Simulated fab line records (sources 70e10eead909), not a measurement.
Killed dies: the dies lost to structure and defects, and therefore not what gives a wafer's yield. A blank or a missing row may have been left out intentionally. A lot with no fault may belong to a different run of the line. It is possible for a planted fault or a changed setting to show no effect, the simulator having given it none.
Comparing a struck lot with a sound one / flow nand_harc / 34 steps out of a route of 1302
Sound: these wafers, L665.3, L665.4, L665.6. Wafers struck: L658.1, L658.3, L658.5. The cause comes at the end.
For every step that has rows: the tool of each side, followed by ch and its chambers, followed by its first start. Under that, the readings that differ: sound wafers / struck wafers / difference of the means / sigmas: that difference in standard deviations of wafers without a fault.
alike: readings with means less than 2 such deviations apart, plus words and numbers identical on both sides. not compared: withheld readings, readings lacking a value on some wafer, bounds such as >300 that could conceal the same value, and numbers that have no deviation in the record and whose values overlap.
A row with sigmas, a row that says differs or no value, or rows on one side alone: a step with any of these is where the two part. Numbers that have no deviation but don't overlap get no sigmas and don't part them. Lack of a reading on every wafer of one side parts them only where that side has two or more wafers.

first, 5 steps without rows for these wafers: NHARC_A_ONON_D1_DEP_19 (target thk 1000 nm); NHARC_A_ONON_D1_DEP_22 (target thk 1000 nm); NHARC_A_ONON_D1_DEP_25 (target thk 1000 nm); NHARC_A_ONON_D1_DEP_28 (target thk 1000 nm); NHARC_A_ONON_D1_DEP_33 (deposits SiO2, target thk 200 nm).
NHARC_A_CHANNEL_HOLE_D1_DEP_00: deposits aC, target thk 3100 nm.
  sound on acl_dep-01 ch 0, day 15 02:37; struck on acl_dep-03 ch 0, day 12 00:58
  alike: throttle_valve_pct
then, 11 steps without rows for these wafers: NHARC_A_CHANNEL_HOLE_D1_DEP_01 (deposits SiON, target thk 140 nm); NHARC_A_CHANNEL_HOLE_D1_DEHYDRATE_02 (time 120 s); NHARC_A_CHANNEL_HOLE_D1_HMDS_03 (time 30 s); NHARC_A_CHANNEL_HOLE_D1_COAT_36 (time 75 s); NHARC_A_CHANNEL_HOLE_D1_COAT_37 (time 65 s); NHARC_A_CHANNEL_HOLE_D1_COAT_04 (resist thk 90 nm); NHARC_A_CHANNEL_HOLE_D1_SOFTBAKE_05 (time 55 s); NHARC_A_CHANNEL_HOLE_D1_EBR_06; NHARC_A_CHANNEL_HOLE_D1_EXPOSE_07 (exposes mask HOLE D1, target cd 100 nm); NHARC_A_CHANNEL_HOLE_D1_PEB_08 (peb time 65 s); NHARC_A_CHANNEL_HOLE_D1_DEVELOP_09 (develop time 35 s).
NHARC_A_CHANNEL_HOLE_D1_INSPECT_12:
  sound on defect_inspect-02 at day 15 04:37; struck on defect_inspect-02 at day 12 03:46
reading=raw_defect_count; sound=4 5 5; struck=1324 1337 1306; difference=+1318; sigmas=+99 or more
then, 14 steps without rows for these wafers: NHARC_A_CHANNEL_HOLE_D1_DESCUM_15 (chemistry O2, time 3 s); NHARC_A_CHANNEL_HOLE_D1_ETCH_38 (etches the open film in CF4, target depth 39 nm, time 65 s); NHARC_A_CHANNEL_HOLE_D1_ETCH_39 (etches the open film in N2/H2, target depth 260 nm, time 325 s); NHARC_A_CHANNEL_HOLE_D1_ETCH_34 (etches the open film in CF4/CHF3, target depth 154 nm, time 77 s); NHARC_A_CHANNEL_HOLE_D1_ETCH_16 (etches the open film in O2/COS, target depth 3100 nm, time 806 s); NHARC_A_CHANNEL_HOLE_D1_ETCH_19 (etches the open film in C4F8/O2/Ar, time 34.5 s); NHARC_A_CHANNEL_HOLE_D1_ETCH_20 (etches the open film in C4F8/O2/Ar, time 361.9 s, target depth 1600 nm); NHARC_A_CHANNEL_HOLE_D1_ETCH_21 (etches the open film in C4F8/O2/Ar, time 514.3 s, target depth 1600 nm); NHARC_A_CHANNEL_HOLE_D1_ETCH_22 (etches the open film in C4F8/O2/Ar, time 666.7 s, target depth 1600 nm); NHARC_A_CHANNEL_HOLE_D1_ETCH_23 (etches the open film in C4F8/O2/Ar, time 819 s, target depth 1600 nm); NHARC_A_CHANNEL_HOLE_D1_ETCH_24 (etches the open film in C4F8/O2/Ar, time 906.2 s, target depth 1500 nm); NHARC_A_CHANNEL_HOLE_D1_ETCH_25 (etches the open film in C4F8/O2/Ar, time 1040.2 s, target depth 1500 nm); NHARC_A_CHANNEL_HOLE_D1_ETCH_26 (etches the open film in C4F8/O2/Ar, time 224.1 s, target depth 300 nm); NHARC_A_CHANNEL_HOLE_D1_ETCH_33 (etches the open film in C4F8/O2/Ar, time 90 s, target depth 400 nm).
NHARC_A_CHANNEL_HOLE_D1_INSPECT_40:
  sound on defect_inspect-02 at day 15 11:43; struck on defect_inspect-02 at day 12 12:49
reading=raw_defect_count; sound=105 109 108; struck=1340 1386 1361; difference=+1255; sigmas=+52
-- break in the record here, with 20 days between the starts of the struck wafers on either side (left off in module A_CHANNEL_HOLE_D1, picked up again in module END, where the first step shown is number 1302 on the route) --
NHARC_END_SORT_01:
  sound on prober-02 ch 0, day 33 10:13; struck on prober-01 ch 0, day 32 14:42
reading=killed_at_array; sound=49 44 53; struck=139 136 149; difference=+93; sigmas=+7
reading=killed_dies; sound=57 47 57; struck=141 139 156; difference=+92; sigmas=+6
  alike: killed_at_other, killed_at_periphery, killed_open, killed_short

## WHERE THEY PART
Earliest at NHARC_A_CHANNEL_HOLE_D1_INSPECT_12; latest, in this record, at NHARC_END_SORT_01.

WHY: whatever the simulator had introduced
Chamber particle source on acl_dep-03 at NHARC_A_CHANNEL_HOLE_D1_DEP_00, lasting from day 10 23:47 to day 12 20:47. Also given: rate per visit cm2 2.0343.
